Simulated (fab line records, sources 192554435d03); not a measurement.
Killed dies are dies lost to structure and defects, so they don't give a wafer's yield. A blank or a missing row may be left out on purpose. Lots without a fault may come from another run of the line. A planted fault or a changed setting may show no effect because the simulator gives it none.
Chamber matching | flow n5_finfet | N5_MIM_BOT_ETCH_STRIP_01 on rie_diel-04: 4 sister chambers
The step strips in O2. 8 wafers are shown with their chamber, then 7 later ones without.

WAFERS WITH THEIR CHAMBER
wafer  | chamber | drypump_motor_current_A (A) | showerhead_plenum_p_Torr (Torr)
L492.4 | 1       | 5.6                         | 2.06
L495.1 | 3       | 5.6                         | 1.98
L495.2 | 2       | 6.6                         | 2.22
L496.2 | 0       | 5.6                         | 2.06
L496.5 | 3       | 5.6                         | 1.98
L496.6 | 0       | 5.6                         | 2.06
L512.2 | 1       | 5.6                         | 2.05
L512.4 | 2       | 6.5                         | 2.20

WAFERS WITHOUT THEIR CHAMBER
wafer  | drypump_motor_current_A (A) | showerhead_plenum_p_Torr (Torr)
L512.6 | 5.6                         | 2.05
L513.3 | 5.6                         | 2.05
L513.4 | 5.6                         | 2.04
L513.5 | 5.6                         | 2.04
L511.1 | 5.6                         | 2.05
L511.4 | 6.5                         | 2.20
L511.6 | 5.6                         | 2.04

WHICH CHAMBER EACH WENT THROUGH
wafer  | from the rows above     | in truth
L512.6 | can't be placed: 1 or 0 | 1
L513.3 | can't be placed: 1 or 0 | 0
L513.4 | can't be placed: 1 or 0 | 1
L513.5 | can't be placed: 1 or 0 | 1
L511.1 | can't be placed: 1 or 0 | 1
L511.4 | 2                       | 2
L511.6 | can't be placed: 1 or 0 | 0
Placed correctly: 1 of 7. Can't be placed from these rows: 6 (the true chamber is among the candidates in 6). Placed wrongly: 0.
How it was worked out, from the rows above alone: a wafer's distance from a chamber is the root of the sum, over the readings, of the square of ((its reading less the chamber's mean) divided by the reading's scatter). The wafer belongs to the nearest chamber; if the next one is less than 2 further off, it can't be placed. A chamber's mean is the mean of its shown wafers. The scatter: the root of (the sum of the squares of (reading less its chamber's mean) over the shown wafers, divided by (wafers less chambers)).
